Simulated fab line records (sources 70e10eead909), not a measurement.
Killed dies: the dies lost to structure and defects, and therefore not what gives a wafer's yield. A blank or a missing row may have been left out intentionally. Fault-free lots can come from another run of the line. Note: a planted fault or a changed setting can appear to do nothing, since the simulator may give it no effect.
A struck lot beside a sound one / flow nand harc / 39 steps out of a route of 1302
Sound: the wafers L829.3, L829.4, L829.6. The struck wafers were L844.1, L844.4, L844.5. At the end, the cause is stated.
Each step with rows lists, per side, the tool, then ch with its chambers, then its first start. Under that, the readings that differ: sound wafers / struck wafers / difference of the means / sigmas: that difference in standard deviations of wafers without a fault.
alike: readings whose means differ by less than 2 such deviations, and words and numbers that are the same on both sides. not compared: withheld readings, readings that some wafer has no value for, bounds like >300 that may hide the same value, and numbers for which the record gives no deviation and whose values overlap.
Wherever a step has rows on one side only, a row that says differs or no value, or a row with sigmas, the two part there. When numbers do not overlap yet have no deviation, they are printed without sigmas and do not part them. A reading that every wafer of one side lacks parts them only if that side has two wafers or more.

first, 10 steps without rows for these wafers: NHARC_A_CHANNEL_HOLE_D2_DEP_00 (deposits aC, target thk 3100 nm); NHARC_A_CHANNEL_HOLE_D2_DEP_01 (deposits SiON, target thk 140 nm); NHARC_A_CHANNEL_HOLE_D2_DEHYDRATE_02 (time 120 s); NHARC_A_CHANNEL_HOLE_D2_HMDS_03 (time 30 s); NHARC_A_CHANNEL_HOLE_D2_COAT_36 (time 75 s); NHARC_A_CHANNEL_HOLE_D2_COAT_37 (time 65 s); NHARC_A_CHANNEL_HOLE_D2_COAT_04 (resist thk 90 nm); NHARC_A_CHANNEL_HOLE_D2_SOFTBAKE_05 (time 55 s); NHARC_A_CHANNEL_HOLE_D2_EBR_06; NHARC_A_CHANNEL_HOLE_D2_EXPOSE_07 (exposes mask HOLE D2, target cd 100 nm).
NHARC_A_CHANNEL_HOLE_D2_PEB_08: peb time 65 s.
  sound on litho track-06 ch 0, day 13 17:04; struck on litho track-06 ch 0, day 20 06:59
then, 1 step without rows for these wafers: NHARC_A_CHANNEL_HOLE_D2_DEVELOP_09 (develop time 35 s).
NHARC_A_CHANNEL_HOLE_D2_CD_MEAS_10: the cd target is 100 nm.
  sound on cd sem-03 ch 0, day 13 17:09; struck on cd sem-03 ch 0, day 20 07:04
reading=cd nm (nm); sound=100.0 98.7 99.1; struck=106.2 106.2 106.1; difference=+6.9; sigmas=+12
NHARC_A_CHANNEL_HOLE_D2_DESCUM_15: chemistry O2, time 3 s.
  sound on rie diel-05 ch 0,2,3, day 13 17:20; struck on rie diel-05 ch 0,1,3, day 20 07:15
reading=model.A_CHANNEL_HOLE_D2.cd nm (nm); sound=99.35 98.76 99.43; struck=106.4 106.5 105.7; difference=+7.0; sigmas=
  alike: chamber pressure mTorr, drypump motor current A, mfc ar sccm, oes product au, rf vpp V, showerhead plenum p Torr, throttle valve pct
  not compared: rf hours counter h
then, 4 steps without rows for these wafers: NHARC_A_CHANNEL_HOLE_D2_ETCH_38 (etches the open film in CF4, target depth 39 nm, time 65 s); NHARC_A_CHANNEL_HOLE_D2_ETCH_39 (etches the open film in N2/H2, target depth 260 nm, time 325 s); NHARC_A_CHANNEL_HOLE_D2_ETCH_34 (etches the open film in CF4/CHF3, target depth 154 nm, time 77 s); NHARC_A_CHANNEL_HOLE_D2_ETCH_16 (etches the open film in O2/COS, target depth 3100 nm, time 806 s).
NHARC_A_CHANNEL_HOLE_D2_CD_MEAS_18:
  sound: cd sem-02 at day 13 18:26; struck: cd sem-01 at day 20 08:20
  alike: cd nm
then, 12 steps without rows for these wafers: NHARC_A_CHANNEL_HOLE_D2_ETCH_19 (etches the open film in C4F8/O2/Ar, time 34.5 s); NHARC_A_CHANNEL_HOLE_D2_ETCH_20 (etches the open film in C4F8/O2/Ar, time 361.9 s, target depth 1600 nm); NHARC_A_CHANNEL_HOLE_D2_ETCH_21 (etches the open film in C4F8/O2/Ar, time 514.3 s, target depth 1600 nm); NHARC_A_CHANNEL_HOLE_D2_ETCH_22 (etches the open film in C4F8/O2/Ar, time 666.7 s, target depth 1600 nm); NHARC_A_CHANNEL_HOLE_D2_ETCH_23 (etches the open film in C4F8/O2/Ar, time 819 s, target depth 1600 nm); NHARC_A_CHANNEL_HOLE_D2_ETCH_24 (etches the open film in C4F8/O2/Ar, time 906.2 s, target depth 1500 nm); NHARC_A_CHANNEL_HOLE_D2_ETCH_25 (etches the open film in C4F8/O2/Ar, time 1040.2 s, target depth 1500 nm); NHARC_A_CHANNEL_HOLE_D2_ETCH_26 (etches the open film in C4F8/O2/Ar, time 224.1 s, target depth 300 nm); NHARC_A_CHANNEL_HOLE_D2_ETCH_27 (etches the open film in C4F8/O2/Ar, time 90 s, target depth 400 nm); NHARC_A_CHANNEL_HOLE_D2_STRIP_41 (strips in N2/H2); NHARC_A_CHANNEL_HOLE_D2_STRIP_42 (strips in CF4/CHF3); NHARC_A_CHANNEL_HOLE_D2_STRIP_43 (strips in O2/COS).
NHARC_A_CHANNEL_HOLE_D2_ETCH_44: etches the open film in CF4/O2, target depth 140 nm, overetch 14 nm, time 77 s.
  sound on rie diel-05 ch 0,2,3, day 13 23:14; struck on rie diel-05 ch 1,2,3, day 20 15:20
reading=model.A_CHANNEL_HOLE_D2.cd nm (nm); sound=89.98 89.1 89.8; struck=94.9 94.72 96.13; difference=+5.6; sigmas=
  alike: bias w, chamber pressure mTorr, drypump motor current A, mfc ar sccm, oes_o_777_au, oes product au, rf vpp V, showerhead plenum p Torr, throttle valve pct
  not compared: rf hours counter h
then, 3 steps without rows for these wafers: NHARC_A_CHANNEL_HOLE_D2_STRIP_28 (strips in O2); NHARC_A_CHANNEL_HOLE_D2_PRECLEAN_29 (cleans in SC1); NHARC_A_CHANNEL_HOLE_D2_SRD_30.
NHARC_A_CHANNEL_HOLE_D2_CD_MEAS_31:
  sound: cd sem-02 at day 14 00:02; struck: cd sem-01 at day 20 16:07
reading=cd nm (nm); sound=90.9 89.1 89.8; struck=95.2 94.5 96.2; difference=+5.4; sigmas=+4
NHARC_A_CHANNEL_HOLE_D2_XSEM_32:
  sound on xsem-02 ch 0, day 14 00:08; struck on xsem-02 ch 0, day 20 16:13
reading=bot cd nm (nm); sound=74.3 72.2 73.6; struck=80.6 78.6 80.8; difference=+6.6; sigmas=+5
reading=tilt deg (degrees); sound=0.02 0.02 0.02; struck=0.15 0.15 0.15; difference=+0.13; sigmas=+3
  alike: bow nm
-- jump in the record: it breaks off in module A_CHANNEL_HOLE_D2 and resumes in module END (first step shown: number 1301 of the route), and 11 days separate the struck wafers' starts before and after --
NHARC_END_WLT_00:
  sound: prober-02 at day 25 06:42; struck: prober-01 at day 31 17:21
reading=VT_DECK2_BOTTOM; sound=0.870 0.864 0.871; struck=0.892 0.889 0.888; difference=+0.021; sigmas=+3
reading=VT_DECK2_BOTTOM_INNER; sound=0.866 0.867 0.866; struck=0.890 0.890 0.898; difference=+0.026; sigmas=+4
reading=VT_DECK2_MEDIAN_NEAR_BOTTOM; sound=0.874 0.877 0.870; struck=0.885 0.900 0.900; difference=+0.021; sigmas=+3
reading=VT_DECK2_MEDIAN_NEAR_BOTTOM_INNER; sound=0.875 0.874 0.869; struck=0.889 0.884 0.895; difference=+0.017; sigmas=+2
reading=VT_DECK2_MIDDLE; sound=0.885 0.880 0.869; struck=0.908 0.902 0.906; difference=+0.027; sigmas=+4
reading=VT_DECK2_MIDDLE_INNER; sound=0.872 0.875 0.883; struck=0.905 0.899 0.903; difference=+0.026; sigmas=+4
reading=VT_DECK2_TOP; sound=0.888 0.894 0.892; struck=0.915 0.910 0.914; difference=+0.022; sigmas=+3
reading=VT_DECK2_TOP_INNER; sound=0.896 0.892 0.892; struck=0.915 0.923 0.910; difference=+0.023; sigmas=+3
  alike: VT_DECK1_BOTTOM, VT_DECK1_BOTTOM_INNER, VT_DECK1_MEDIAN_NEAR_BOTTOM, VT_DECK1_MEDIAN_NEAR_BOTTOM_INNER, VT_DECK1_MIDDLE, VT_DECK1_MIDDLE_INNER, VT_DECK1_TOP, VT_DECK1_TOP_INNER
next, for these wafers, 1 step has no rows: NHARC_END_SORT_01.

== WHERE THEY PART ==
At NHARC_A_CHANNEL_HOLE_D2_CD_MEAS_10 first; at NHARC_END_WLT_00 last (within this record only).

WHY: the cause the simulator had injected
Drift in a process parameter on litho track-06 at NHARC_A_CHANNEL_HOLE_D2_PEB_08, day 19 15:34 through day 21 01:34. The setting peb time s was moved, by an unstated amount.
